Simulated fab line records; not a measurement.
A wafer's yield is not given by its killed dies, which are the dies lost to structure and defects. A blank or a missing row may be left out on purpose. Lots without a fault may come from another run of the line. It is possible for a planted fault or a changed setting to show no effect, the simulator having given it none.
Matching of chambers | flow nand harc | 4 sister chambers for NHARC_P_ZERO_WELL_ETCH_65 on rie diel-11
The step etches the open film in N2/H2, target depth 80 nm, overetch 24 nm, time 87.88 s. 8 wafers are shown with their chamber, then 11 later ones without.

## EACH WAFER AND ITS CHAMBER
wafer  | chamber | showerhead plenum p Torr (Torr) | rf vpp V (V)
L078.5 | 3       | 2.16                            | 433
L079.3 | 3       | 2.16                            | 433
L079.6 | 2       | 1.88                            | 424
L081.5 | 0       | 1.98                            | 430
L084.1 | 2       | 2.21                            | 435
L084.2 | 0       | 1.97                            | 430
L084.6 | 1       | 1.89                            | 428
L086.1 | 1       | 1.89                            | 428

## WAFERS MISSING THEIR CHAMBER
wafer  | showerhead plenum p Torr (Torr) | rf vpp V (V)
L086.2 | 2.16                            | 433
L086.5 | 2.21                            | 437
L087.3 | 2.15                            | 433
L087.5 | 1.89                            | 427
L087.6 | 2.21                            | 434
L093.1 | 2.14                            | 434
L093.3 | 1.88                            | 426
L093.4 | 1.96                            | 428
L096.2 | 1.96                            | 429
L096.3 | 2.20                            | 434
L096.6 | 1.96                            | 429

## THE CHAMBER EACH PASSED THROUGH
wafer  | from the rows above               | in truth
L086.2 | can't be placed: 3 or 2 or 0      | 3
L086.5 | can't be placed: 3 or 2 or 0      | 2
L087.3 | can't be placed: 3 or 2 or 0      | 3
L087.5 | can't be placed: 1 or 0 or 2      | 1
L087.6 | can't be placed: 3 or 2 or 0      | 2
L093.1 | can't be placed: 3 or 2 or 0      | 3
L093.3 | can't be placed: 1 or 0 or 2      | 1
L093.4 | can't be placed: 0 or 1 or 2 or 3 | 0
L096.2 | can't be placed: 0 or 1 or 2 or 3 | 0
L096.3 | can't be placed: 3 or 2 or 0      | 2
L096.6 | can't be placed: 0 or 1 or 2 or 3 | 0
0 of 11 placed correctly. From these rows, 11 cannot be placed; in 11 the true chamber is one of the candidates. Wrongly placed: 0.
How it was worked out, from the rows above alone: a wafer's distance from a chamber is the root of the sum, over the readings, of the square of ((its reading less the chamber's mean) divided by the reading's scatter). If the next closest chamber is less than 2 further off than the closest, the wafer can't be placed; otherwise it belongs to the closest. A chamber's mean is the mean of its shown wafers. The scatter: the root of (the sum of the squares of (reading less its chamber's mean) over the shown wafers, divided by (wafers less chambers)).
